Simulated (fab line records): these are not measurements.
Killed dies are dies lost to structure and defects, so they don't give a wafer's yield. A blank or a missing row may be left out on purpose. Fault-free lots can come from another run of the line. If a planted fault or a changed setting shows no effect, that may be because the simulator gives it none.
Split-lot experiment / flow n5_finfet / 39 wafers read across 7 lots, on a route 1938 steps long

== ON THE SPLIT ==
At N5_BEOL_M4_ILD_DEP_00 (deposits SiOC from DEMS/O2, target thk 79 nm, time 15.3 s), the setting target_thk_a was moved away from the recipe's 790 angstrom on 15 of the 39 wafers read, by -27.9% to +41.0%. This setting was run at the recipe's value on the other wafers.

Between the split and the reading, the file records no step.

== THE READING ==
M4_ILD_THK at N5_BEOL_M4_THK_MEAS_01, in nm. Fault-free wafers of this fab line usually give 79.1 nm, standard deviation 1.1 nm.

wafer=L076.1; tool, chamber at the split=pecvd-02, 0; target_thk_a as run, angstrom=1114; against the recipe=+41.0%; M4_ILD_THK, nm=110.0; against lot-mates on the recipe=+31.1
wafer=L076.2; tool, chamber at the split=pecvd-02, 1; target_thk_a as run, angstrom=790; against the recipe=recipe; M4_ILD_THK, nm=78.0; against lot-mates on the recipe=-
wafer=L076.3; tool, chamber at the split=pecvd-02, 2; target_thk_a as run, angstrom=790; against the recipe=recipe; M4_ILD_THK, nm=79.0; against lot-mates on the recipe=-
wafer=L076.4; tool, chamber at the split=pecvd-02, 0; target_thk_a as run, angstrom=790; against the recipe=recipe; M4_ILD_THK, nm=79.6; against lot-mates on the recipe=-
wafer=L076.5; tool, chamber at the split=pecvd-02, 2; target_thk_a as run, angstrom=1114; against the recipe=+41.0%; M4_ILD_THK, nm=111.3; against lot-mates on the recipe=+32.4
wafer=L076.6; tool, chamber at the split=pecvd-02, 1; target_thk_a as run, angstrom=1114; against the recipe=+41.0%; M4_ILD_THK, nm=112.1; against lot-mates on the recipe=+33.2
wafer=L078.1; tool, chamber at the split=pecvd-03, 1; target_thk_a as run, angstrom=790; against the recipe=recipe; M4_ILD_THK, nm=79.9; against lot-mates on the recipe=-
wafer=L078.2; tool, chamber at the split=pecvd-03, 2; target_thk_a as run, angstrom=790; against the recipe=recipe; M4_ILD_THK, nm=80.2; against lot-mates on the recipe=-
wafer=L078.3; tool, chamber at the split=pecvd-03, 0; target_thk_a as run, angstrom=608.1; against the recipe=-23.0%; M4_ILD_THK, nm=61.2; against lot-mates on the recipe=-19.2
wafer=L078.4; tool, chamber at the split=pecvd-03, 0; target_thk_a as run, angstrom=608.1; against the recipe=-23.0%; M4_ILD_THK, nm=62.5; against lot-mates on the recipe=-17.9
wafer=L078.5; tool, chamber at the split=pecvd-03, 1; target_thk_a as run, angstrom=608.1; against the recipe=-23.0%; M4_ILD_THK, nm=62.1; against lot-mates on the recipe=-18.3
wafer=L078.6; tool, chamber at the split=pecvd-03, 2; target_thk_a as run, angstrom=790; against the recipe=recipe; M4_ILD_THK, nm=81.2; against lot-mates on the recipe=-
wafer=L084.1; tool, chamber at the split=pecvd-02, 2; target_thk_a as run, angstrom=790; against the recipe=recipe; M4_ILD_THK, nm=78.0; against lot-mates on the recipe=-
wafer=L084.2; tool, chamber at the split=pecvd-02, 1; target_thk_a as run, angstrom=790; against the recipe=recipe; M4_ILD_THK, nm=77.6; against lot-mates on the recipe=-
wafer=L084.6; tool, chamber at the split=pecvd-02, 1; target_thk_a as run, angstrom=790; against the recipe=recipe; M4_ILD_THK, nm=78.8; against lot-mates on the recipe=-
wafer=L087.1; tool, chamber at the split=pecvd-01, 0; target_thk_a as run, angstrom=790; against the recipe=recipe; M4_ILD_THK, nm=79.4; against lot-mates on the recipe=-
wafer=L087.2; tool, chamber at the split=pecvd-01, 2; target_thk_a as run, angstrom=569.4; against the recipe=-27.9%; M4_ILD_THK, nm=56.2; against lot-mates on the recipe=-23.2
wafer=L087.3; tool, chamber at the split=pecvd-01, 1; target_thk_a as run, angstrom=790; against the recipe=recipe; M4_ILD_THK, nm=79.1; against lot-mates on the recipe=-
wafer=L087.4; tool, chamber at the split=pecvd-01, 0; target_thk_a as run, angstrom=569.4; against the recipe=-27.9%; M4_ILD_THK, nm=58.1; against lot-mates on the recipe=-21.3
wafer=L087.5; tool, chamber at the split=pecvd-01, 1; target_thk_a as run, angstrom=569.4; against the recipe=-27.9%; M4_ILD_THK, nm=57.7; against lot-mates on the recipe=-21.7
wafer=L087.6; tool, chamber at the split=pecvd-01, 2; target_thk_a as run, angstrom=790; against the recipe=recipe; M4_ILD_THK, nm=79.8; against lot-mates on the recipe=-
wafer=L093.1; tool, chamber at the split=pecvd-03, 1; target_thk_a as run, angstrom=790; against the recipe=recipe; M4_ILD_THK, nm=78.5; against lot-mates on the recipe=-
wafer=L093.2; tool, chamber at the split=pecvd-03, 2; target_thk_a as run, angstrom=589.2; against the recipe=-25.4%; M4_ILD_THK, nm=59.2; against lot-mates on the recipe=-20.3
wafer=L093.3; tool, chamber at the split=pecvd-03, 0; target_thk_a as run, angstrom=589.2; against the recipe=-25.4%; M4_ILD_THK, nm=57.5; against lot-mates on the recipe=-22.0
wafer=L093.4; tool, chamber at the split=pecvd-03, 2; target_thk_a as run, angstrom=790; against the recipe=recipe; M4_ILD_THK, nm=80.5; against lot-mates on the recipe=-
wafer=L093.5; tool, chamber at the split=pecvd-03, 0; target_thk_a as run, angstrom=790; against the recipe=recipe; M4_ILD_THK, nm=79.4; against lot-mates on the recipe=-
wafer=L093.6; tool, chamber at the split=pecvd-03, 1; target_thk_a as run, angstrom=589.2; against the recipe=-25.4%; M4_ILD_THK, nm=58.7; against lot-mates on the recipe=-20.8
wafer=L097.1; tool, chamber at the split=pecvd-03, 2,0; target_thk_a as run, angstrom=790; against the recipe=recipe; M4_ILD_THK, nm=79.6; against lot-mates on the recipe=-
wafer=L097.2; tool, chamber at the split=pecvd-03, 0; target_thk_a as run, angstrom=790; against the recipe=recipe; M4_ILD_THK, nm=77.3; against lot-mates on the recipe=-
wafer=L097.3; tool, chamber at the split=pecvd-03, 1; target_thk_a as run, angstrom=790; against the recipe=recipe; M4_ILD_THK, nm=79.0; against lot-mates on the recipe=-
wafer=L097.4; tool, chamber at the split=pecvd-03, 2,0; target_thk_a as run, angstrom=790; against the recipe=recipe; M4_ILD_THK, nm=79.6; against lot-mates on the recipe=-
wafer=L097.5; tool, chamber at the split=pecvd-03, 1; target_thk_a as run, angstrom=790; against the recipe=recipe; M4_ILD_THK, nm=78.7; against lot-mates on the recipe=-
wafer=L097.6; tool, chamber at the split=pecvd-03, 2; target_thk_a as run, angstrom=790; against the recipe=recipe; M4_ILD_THK, nm=80.5; against lot-mates on the recipe=-
wafer=L096.1; tool, chamber at the split=pecvd-03, 1; target_thk_a as run, angstrom=790; against the recipe=recipe; M4_ILD_THK, nm=77.6; against lot-mates on the recipe=-
wafer=L096.2; tool, chamber at the split=pecvd-03, 0; target_thk_a as run, angstrom=1103; against the recipe=+39.6%; M4_ILD_THK, nm=108.7; against lot-mates on the recipe=+29.7
wafer=L096.3; tool, chamber at the split=pecvd-03, 2; target_thk_a as run, angstrom=1103; against the recipe=+39.6%; M4_ILD_THK, nm=110.2; against lot-mates on the recipe=+31.2
wafer=L096.4; tool, chamber at the split=pecvd-03, 0; target_thk_a as run, angstrom=790; against the recipe=recipe; M4_ILD_THK, nm=79.2; against lot-mates on the recipe=-
wafer=L096.5; tool, chamber at the split=pecvd-03, 1; target_thk_a as run, angstrom=790; against the recipe=recipe; M4_ILD_THK, nm=80.3; against lot-mates on the recipe=-
wafer=L096.6; tool, chamber at the split=pecvd-03, 2; target_thk_a as run, angstrom=1103; against the recipe=+39.6%; M4_ILD_THK, nm=112.5; against lot-mates on the recipe=+33.5
When a row names more than one chamber, that row covers several wafers, and the file does not tell which wafer ran in which chamber.

THE FIT
A straight line over all 39 wafers: M4_ILD_THK changes by +0.784 nm for each +1% of target_thk_a; r = +1.00; the points scatter about the line by 1.1 nm.
The same after taking each lot's own level away (the mean of its wafers on the recipe; 39 wafers): +0.796 nm for each +1%; r = +1.00; scatter 0.91 nm.
According to that fit, moving target_thk_a by its largest amount changes the reading by 33 nm.
Across the lots, their own levels run from 78.13 to 80.43 nm, a range of 2.1 times the standard deviation given above.
Hence the lot-to-lot level has little effect on the slope; both slopes agree.
Check: +32.8 nm against its lot-mates is what the line predicts for one of the wafers moved furthest among these (+41.0%) when that wafer is left out of the fit. It came out at +31.1 nm against them.

== OTHER SPLITS ON THESE WAFERS ==
Note: prior to the reading, these wafers also went through further splits. Each is held against what the fit with the lots' levels taken away leaves over:
other split on the same wafers=N5_BEOL_M2_VIA_ETCH_34 target_depth_a; wafers away from the commonest value=15; r with M4_ILD_THK (lot level and that fit taken away)=+0.33

== THE WHOLE CHAIN: every reading that the file lists as answering this split, in the file's order ==
step=N5_BEOL_M4_ILD_DEP_00; what it does=deposits SiOC from DEMS/O2, target thk 79 nm, time 15.3 s; reading=SiOC_of_BEOL_M4_ILD_DEP_00.thk_nm (the simulator's own value, which no gauge read); change (the file's fit)=+0.796 nm for each +1% of the setting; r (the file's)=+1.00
step=N5_BEOL_M4_THK_MEAS_01; what it does=; reading=M4_ILD_THK; change (the file's fit)=+0.796 for each +1% of the setting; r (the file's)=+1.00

== FILE'S OWN FIT ==
M4_ILD_THK changes by +0.796 nm for each +1% of target_thk_a, r = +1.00.
